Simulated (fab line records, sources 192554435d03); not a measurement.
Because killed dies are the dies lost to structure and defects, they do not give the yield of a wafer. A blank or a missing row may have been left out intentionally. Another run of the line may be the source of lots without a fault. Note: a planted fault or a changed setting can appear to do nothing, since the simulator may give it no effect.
Which of the tools did it? ; flow n5-finfet ; 24 lots with 72 wafers sampled at 3 steps, on a route of 1938 steps

## WHAT EACH GAUGE READ, for each wafer
N5_BEOL_M4_CD_MEAS_35: target cd 18 nm, target cd y 22.4 nm. Usual: cd-nm at 18.0 nm, with a standard deviation of 0.55.
lot;measured;on;cd-nm (nm);flag
L076;day 11 19:07;cd-sem-02;18.1 17.9 18.3;
L074;day 12 01:53;cd-sem-03;17.9 17.9 17.1;
L075;day 12 05:45;cd-sem-03;18.2 18.6 17.9;
L077;day 12 08:37;cd-sem-02;18.9 18.9 18.1;
L078;day 12 08:45;cd-sem-02;17.9 17.5 17.0;
L079;day 12 12:50;cd-sem-02;17.1 18.2 18.0;
L081;day 13 06:58;cd-sem-03;18.7 18.8 18.6;
L080;day 13 13:34;cd-sem-01;17.6 17.8 16.9;
L082;day 13 13:44;cd-sem-03;18.9 17.0 18.1;
L083;day 13 17:40;cd-sem-02;17.7 17.6 17.8;
L085;day 14 00:16;cd-sem-03;18.3 18.4 18.6;
L084;day 14 06:32;cd-sem-01;18.7 17.0 17.1;
L086;day 14 11:08;cd-sem-01;18.1 18.4 18.3;
L088;day 15 08:02;cd-sem-03;18.1 18.6 17.8;
L087;day 15 12:49;cd-sem-02;17.9 17.3 17.5;
L089;day 15 03:39;cd-sem-02;18.7 17.5 18.8;
L090;day 15 17:39;cd-sem-02;18.6 18.1 18.1;
L091;day 15 08:13;cd-sem-02;17.3 18.0 17.6;
L092;day 15 17:53;cd-sem-02;17.9 18.7 17.6;
L093;day 16 13:11;cd-sem-02;17.5 18.1 17.8;
L094;day 16 21:37;cd-sem-03;17.7 17.9 17.6;
L095;day 16 21:40;cd-sem-01;18.3 17.5 17.1;
L096;day 17 01:03;cd-sem-03;17.6 17.7 17.5;
L097;day 17 13:51;cd-sem-01;19.0 18.3 18.9;

## WHICH TOOL RAN EACH LOT (tool, then ch and the chambers of the sampled wafers, then the start)
lot;N5_BEOL_M4_ETCH_77;N5_BEOL_M4_ETCH_41
L076;rie-diel-04 ch 2,3, day 10 02:34;rie-diel-01 ch 0,3, day 11 19:07 or earlier
L074;rie-diel-01 ch 0,2,3, day 10 08:33;rie-diel-01 ch 0,2,3, day 12 01:53 or earlier
L075;rie-diel-01 ch 2,3, day 10 13:56;rie-diel-01 ch 0,1,2, day 12 05:45 or earlier
L077;rie-diel-01 ch 0,2, day 10 16:51;rie-diel-01 ch 0,2, day 12 08:37 or earlier
L078;rie-diel-05 ch 0,2,3, day 10 18:04;rie-diel-05 ch 0,1,3, day 12 08:45 or earlier
L079;rie-diel-05 ch 0,2,3, day 10 18:19;rie-diel-01 ch 0,2,3, day 12 12:50 or earlier
L081;rie-diel-05 ch 1,3, day 10 21:56;rie-diel-05 ch 0,2, day 13 06:58 or earlier
L080;rie-diel-05 ch 2,3, day 11 07:50;rie-diel-01 ch 1,2,3, day 13 13:34 or earlier
L082;rie-diel-01 ch 0,1,2, day 11 12:08;rie-diel-05 ch 1,2,3, day 13 13:44 or earlier
L083;rie-diel-05 ch 1,2, day 11 12:25;rie-diel-01 ch 1,2,3, day 13 17:40 or earlier
L085;rie-diel-05 ch 1,3, day 11 21:29;rie-diel-05 ch 1,3, day 14 00:16 or earlier
L084;rie-diel-04 ch 0,2,3, day 12 04:35;rie-diel-01 ch 0,1,3, day 14 06:32 or earlier
L086;rie-diel-05 ch 0,1,2, day 12 07:23;rie-diel-01 ch 0,3, day 14 11:08 or earlier
L088;rie-diel-01 ch 0,3, day 13 13:55;rie-diel-01 ch 0,1,3, day 15 08:02 or earlier
L087;rie-diel-05 ch 0,1, day 13 13:57;rie-diel-04 ch 2,3, day 15 12:49 or earlier
L089;rie-diel-05 ch 0,2, day 13 14:43;rie-diel-01 ch 0,1,3, day 15 03:39 or earlier
L090;rie-diel-05 ch 0,1,2, day 13 17:47;rie-diel-05 ch 0,2,3, day 15 17:39 or earlier
L091;rie-diel-05 ch 0,1, day 14 00:07;rie-diel-04 ch 1,3, day 15 08:13 or earlier
L092;rie-diel-01 ch 0,2,3, day 14 04:41;rie-diel-01 ch 1,2,3, day 15 17:53 or earlier
L093;rie-diel-05 ch 0,2, day 14 05:48;rie-diel-01 ch 0,3, day 16 13:11 or earlier
L094;rie-diel-05 ch 0,1,2, day 14 17:48;rie-diel-04 ch 0,1,3, day 16 21:37 or earlier
L095;rie-diel-01 ch 0,2, day 14 22:17;rie-diel-05 ch 1,2,3, day 16 21:40 or earlier
L096;rie-diel-01 ch 0,3, day 15 13:37;rie-diel-01 ch 0,1,2, day 17 01:03 or earlier
L097;rie-diel-05 ch 2,3, day 15 19:26;rie-diel-04 ch 0,3, day 17 13:51 or earlier
- N5_BEOL_M4_ETCH_77: etches underlayer in N2/H2, target depth 6.5 nm, time 5.2 s.
- N5_BEOL_M4_ETCH_41: etches SiCN in CH3F/O2, target depth 29.9 nm, time 52.5 s.

## WHAT THE TOOLS THEMSELVES READ (means of the sampled wafers that have a number; where no wafer has one, the mark that the record gives instead)
N5_BEOL_M4_ETCH_77. Usual: for drypump-motor-current-A, 6.0 A with a standard deviation of 0.39; for etch-rf-on-time-s, 5.17 s with a standard deviation of 0.15; for h2-flow-sccm, 200.0 sccm with a standard deviation of 0.53; for oes-product-au, 0.68 a.u. with a standard deviation of 0.055; for rf-vpp-V, 526.0 V with a standard deviation of 2.5; for showerhead-plenum-p-Torr, 2.62 Torr with a standard deviation of 0.077; for throttle-valve-pct, 17.79 % with a standard deviation of 0.26.
lot;tool;drypump-motor-current-A (A);etch-rf-on-time-s (s);h2-flow-sccm (sccm);oes-product-au (a.u.);rf-vpp-V (V);showerhead-plenum-p-Torr (Torr);throttle-valve-pct (%);flag
L076;rie-diel-04;5.7;5.08;199.9;0.64;525.1;2.56;17.78;
L074;rie-diel-01;6.1;5.26;199.6;0.64;524.8;2.59;17.82;
L075;rie-diel-01;5.8;5.14;199.8;0.62;522.8;2.53;17.73;
L077;rie-diel-01;6.0;5.18;200.3;0.66;526.3;2.65;17.97;
L078;rie-diel-05;6.1;5.13;200.0;0.71;526.0;2.64;17.54;
L079;rie-diel-05;6.1;5.15;200.2;0.71;527.8;2.64;17.55;
L081;rie-diel-05;6.4;5.00;200.2;0.75;527.8;2.70;17.90;
L080;rie-diel-05;6.4;5.18;199.5;0.72;526.8;2.64;17.59;
L082;rie-diel-01;5.9;5.20;200.3;0.70;524.3;2.57;17.90;
L083;rie-diel-05;6.1;5.13;199.4;0.74;527.4;2.67;18.02;
L085;rie-diel-05;6.5;5.05;199.8;0.73;529.4;2.68;17.71;
L084;rie-diel-04;5.5;5.01;200.4;0.68;522.6;2.54;17.86;
L086;rie-diel-05;5.9;5.11;200.4;0.71;525.9;2.65;17.75;
L088;rie-diel-01;6.3;5.32;200.5;0.64;526.5;2.63;17.97;
L087;rie-diel-05;6.0;5.04;199.9;0.70;527.3;2.68;17.90;
L089;rie-diel-05;5.8;5.22;200.1;0.68;525.6;2.60;17.66;
L090;rie-diel-05;5.9;5.20;200.5;0.69;526.6;2.64;17.79;
L091;rie-diel-05;6.0;5.07;199.9;0.71;526.3;2.68;17.92;
L092;rie-diel-01;6.1;5.32;199.6;0.61;524.4;2.57;17.88;
L093;rie-diel-05;5.8;5.24;199.9;0.66;524.6;2.59;17.69;
L094;rie-diel-05;5.9;5.15;200.1;0.69;525.3;2.64;17.81;
L095;rie-diel-01;5.8;5.20;200.2;0.61;524.0;2.58;17.93;
L096;rie-diel-01;6.3;5.34;199.5;0.62;525.2;2.63;18.00;
L097;rie-diel-05;6.4;5.13;199.6;0.68;526.5;2.63;17.65;

N5_BEOL_M4_ETCH_41. Usual: O2_flow_sccm 20.00 sccm, standard deviation 0.057; drypump-motor-current-A 6.0 A, standard deviation 0.39; oes-product-au 0.79 a.u., standard deviation 0.08; rf-vpp-V 297.9 V, standard deviation 1.4; showerhead-plenum-p-Torr 2.02 Torr, standard deviation 0.068; throttle-valve-pct 16.22 %, standard deviation 0.13.
lot;tool;O2_flow_sccm (sccm);drypump-motor-current-A (A);oes-product-au (a.u.);rf-vpp-V (V);showerhead-plenum-p-Torr (Torr);throttle-valve-pct (%);flag
L076;rie-diel-01;20.01;6.3;0.76;299.1;2.07;16.27;
L074;rie-diel-01;20.07;6.1;0.74;297.7;2.02;16.25;
L075;rie-diel-01;20.03;5.9;0.81;298.3;2.02;16.24;
L077;rie-diel-01;19.99;6.0;0.76;298.4;2.07;16.33;
L078;rie-diel-05;20.01;6.2;0.83;299.7;2.12;16.21;
L079;rie-diel-01;19.99;6.1;0.74;297.6;2.02;16.26;
L081;rie-diel-05;20.05;5.7;0.78;298.1;2.07;16.09;
L080;rie-diel-01;19.94;5.9;0.77;296.6;1.96;16.18;
L082;rie-diel-05;20.03;6.2;0.82;298.3;2.08;16.24;
L083;rie-diel-01;19.99;6.0;0.77;297.1;1.96;16.18;
L085;rie-diel-05;20.00;6.5;0.82;299.4;2.12;16.29;
L084;rie-diel-01;20.05;6.2;0.79;296.9;2.00;16.23;
L086;rie-diel-01;19.99;6.3;0.71;297.3;2.01;16.25;
L088;rie-diel-01;20.04;6.2;0.77;298.0;2.00;16.25;
L087;rie-diel-04;20.05;5.7;0.89;297.6;2.01;16.03;
L089;rie-diel-01;19.97;6.2;0.78;297.7;2.00;16.24;
L090;rie-diel-05;19.95;6.0;0.77;298.1;2.07;16.18;
L091;rie-diel-04;19.94;6.1;0.89;298.4;2.03;16.22;
L092;rie-diel-01;19.99;5.9;0.74;296.9;1.96;16.22;
L093;rie-diel-01;19.94;6.3;0.72;298.6;2.05;16.35;
L094;rie-diel-04;19.99;5.7;0.88;297.0;2.00;16.16;
L095;rie-diel-05;19.96;6.2;0.78;298.5;2.07;16.30;
L096;rie-diel-01;20.01;5.9;0.85;296.9;2.00;16.18;
L097;rie-diel-04;19.99;5.3;0.88;296.6;1.96;16.07;

## THE ANSWER, worked out from the rows above alone
Rule: lot off if the mean of its wafers having a number is beyond 3 standard deviations from the usual mean. Also off: a lot with no number at a reading for which 4 or more lots have one. Any other lot the step has rows for is counted as sound. The gauges are gone through in route order, then the tools' own readings, and for those a lot's mean is taken as printed above. At the first step where some lot is off, the reading lying furthest off is the one used; lots without a number count as furthest.
None of the lots is off at any reading shown; this tells nothing.

## WHAT HAD BEEN PUT IN BY THE SIMULATOR
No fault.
